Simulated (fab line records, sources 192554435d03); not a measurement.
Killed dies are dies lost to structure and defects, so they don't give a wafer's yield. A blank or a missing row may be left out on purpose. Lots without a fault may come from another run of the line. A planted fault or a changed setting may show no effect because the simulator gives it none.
Chamber matching | flow n5_finfet | N5_BEOL_M0_SAQP_SPACER1_ETCHBACK_99 on rie_diel-02: 4 sister chambers
The step etches SiO2 in CHF3/O2, target depth 15.4 nm, time 7.7 s. 8 wafers are shown with their chamber, then 8 later ones without.

WAFERS WITH THEIR CHAMBER
wafer  | chamber | rf_vpp_V (V) | showerhead_plenum_p_Torr (Torr)
L082.6 | 2       | 508          | 2.40
L085.2 | 0       | 526          | 2.35
L085.3 | 3       | 537          | 2.58
L085.6 | 1       | 531          | 2.49
L087.1 | 2       | 508          | 2.39
L087.2 | 1       | 531          | 2.49
L087.6 | 3       | 538          | 2.58
L088.2 | 0       | 528          | 2.35

WAFERS WITHOUT THEIR CHAMBER
wafer  | rf_vpp_V (V) | showerhead_plenum_p_Torr (Torr)
L088.5 | 538          | 2.57
L088.6 | 526          | 2.35
L091.3 | 536          | 2.57
L091.4 | 530          | 2.49
L091.6 | 538          | 2.57
L097.1 | 536          | 2.57
L097.5 | 529          | 2.49
L097.6 | 527          | 2.35

WHICH CHAMBER EACH WENT THROUGH
wafer  | from the rows above | in truth
L088.5 | 3                   | 3
L088.6 | 0                   | 0
L091.3 | 3                   | 3
L091.4 | 1                   | 1
L091.6 | 3                   | 3
L097.1 | 3                   | 3
L097.5 | 1                   | 1
L097.6 | 0                   | 0
Placed correctly: 8 of 8. Can't be placed from these rows: 0. Placed wrongly: 0.
How it was worked out, from the rows above alone: a wafer's distance from a chamber is the root of the sum, over the readings, of the square of ((its reading less the chamber's mean) divided by the reading's scatter). The wafer belongs to the nearest chamber; if the next one is less than 2 further off, it can't be placed. A chamber's mean is the mean of its shown wafers. The scatter: the root of (the sum of the squares of (reading less its chamber's mean) over the shown wafers, divided by (wafers less chambers)).
